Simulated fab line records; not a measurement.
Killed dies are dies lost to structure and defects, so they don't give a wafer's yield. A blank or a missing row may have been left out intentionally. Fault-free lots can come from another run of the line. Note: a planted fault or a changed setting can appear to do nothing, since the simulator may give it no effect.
Comparing a struck lot with a sound one + flow n5Finfet + 16 steps out of a route of 1938
Sound: wafers L106.1, L106.4, L106.6. Struck: wafer L117.6 (L117.1, L117.5, from the same lot, were not struck and are left out); the cause is given at the end.
For every step that has rows: the tool of each side, followed by ch and its chambers, followed by its first start. Under that, the readings that differ: sound wafers + struck wafers + difference of the means + sigmas: that difference in standard deviations of wafers without a fault.
alike: same words and numbers on both sides, and readings whose means sit less than 2 such deviations apart. not compared: any withheld reading, any reading some wafer has no value for, any bound like >300 that may hide the same value, and any number with overlapping values for which the record gives no deviation.
The two part at a step that has a row with sigmas, a row that says differs or no value, or rows on one side only. Numbers that don't overlap but have no deviation are shown without sigmas and don't part them. A reading that every wafer of one side lacks parts them only if that side has two wafers or more.

first, 2 steps without rows for these wafers: N5_STI_FIN_REVEAL_STRIP_35 (strips Si3N4 in H3PO4, target depth 4 nm, time 39 s); N5_STI_FIN_REVEAL_SRD_21 (time 30 s).
N5_STI_FIN_REVEAL_OXIDATION_33: chemistry O2 PLASMA REMOTE, time 20 s.
  sound on plasmaAsher-01 ch 1, day 4 19:04; struck on plasmaAsher-01 ch 1, day 7 11:52
| reading  | sound                | struck | difference | sigmas |
|----------|----------------------|--------|------------|--------|
| tempCMax | 150.31 150.55 150.17 | 150.99 | +0.65      | +3     |
  alike: drypumpMotorCurrentA, heaterPowerW
  not compared: rfHoursCounterH
then, 2 steps without rows for these wafers: N5_STI_FIN_REVEAL_CLEAN_19 (cleans in O3/DIW, time 120 s); N5_STI_FIN_REVEAL_SRD_23 (time 30 s).
N5_STI_FIN_REVEAL_CD_MEAS_22: target cd 6.238 nm, pitch 28 nm.
  sound: cdSem-03 at day 4 19:14; struck: cdSem-01 at day 7 12:01
  alike: cdNm
N5_STI_FIN_REVEAL_FIN_H_MEAS_10:
  sound: ocd-02 at day 4 19:16; struck: ocd-02 at day 7 12:03
  alike: trenchDepthNm
then, 2 steps without rows for these wafers: N5_STI_FIN_REVEAL_PRECLEAN_18 (cleans in SC2, time 45 s); N5_STI_FIN_REVEAL_SRD_28 (time 30 s).
N5_STI_FIN_REVEAL_INSPECT_13: inspects for defects (darkfield).
  sound: defectInspect-02 at day 4 19:21; struck: defectInspect-02 at day 7 12:08
  alike: rawDefectCount
then, 2 steps without rows for these wafers: N5_DUMMY_GATE_PRECLEAN_00 (cleans in O3/DIW, time 60 s); N5_DUMMY_GATE_SRD_01 (time 30 s).
N5_DUMMY_GATE_ALD_02: deposits SiO2, target thk 2 nm, pulse time 1 s.
  sound on aldSin-04 ch 0,1, day 4 20:39; struck on aldSin-02 ch 2, day 7 12:14
| reading            | sound                | struck | difference | sigmas |
|--------------------|----------------------|--------|------------|--------|
| heaterPowerW (W)   | 518 528 495          | 444    | -70        | -2     |
| susceptorTempC (C) | 300.14 300.17 299.88 | 291.17 | -8.89      | -52    |
  alike: chamberPressureTorr, precursorPulseHeightRel
then, 1 step without rows for these wafers: N5_DUMMY_GATE_CVD_03 (deposits a-Si from SiH4, target thk 150 nm, time 8042 s).
-- record jumps: 6 days separate the struck wafers' starts on either side; left off in module DUMMY_GATE, taken up again in module BEOL_M4, whose first shown step is the route's number 1111 --
N5_BEOL_M4_RC_MEAS_101:
  sound on prober-02 ch 0, day 11 00:35; struck on prober-02 ch 0, day 13 21:23
  alike: DIBL_N, DIBL_P, IOFF_N, IOFF_P, ION_N, ION_P, SS_N, SS_P, VT_N, VT_P
-- record jumps: 5 days separate the struck wafers' starts on either side; left off in module BEOL_M4, taken up again in module PASSIVATION, whose first shown step is the route's number 1936 --
N5_PASSIVATION_PROBE_49:
  sound: prober-01 at day 16 17:11; struck: prober-02 at day 18 14:34
| reading                | sound     | struck | difference | sigmas |
|------------------------|-----------|--------|------------|--------|
| defectLimitedYield (%) | 93.0 91.6 | 89.4   | -2.9       | -2     |
| killedDies             | 83 99     | 125    | +34        | +2     |
| killedOnRim            | 7 6       | 18     | +12        | +3     |
| sortNPass              | 1097 1081 | 1055   | -34        | -2     |
  alike: killed_at_M0_to_M3, killed_at_M4_up, killedAtContacts, killedAtFrontEnd, killedAtOther, killedOpen, killedShort, sort_bin_5_function, sort_bin_6_memory, sortYieldPct

WHERE THEY PART
First at N5_STI_FIN_REVEAL_OXIDATION_33; last, within this record, at N5_PASSIVATION_PROBE_49.

WHY: what the simulator had put in
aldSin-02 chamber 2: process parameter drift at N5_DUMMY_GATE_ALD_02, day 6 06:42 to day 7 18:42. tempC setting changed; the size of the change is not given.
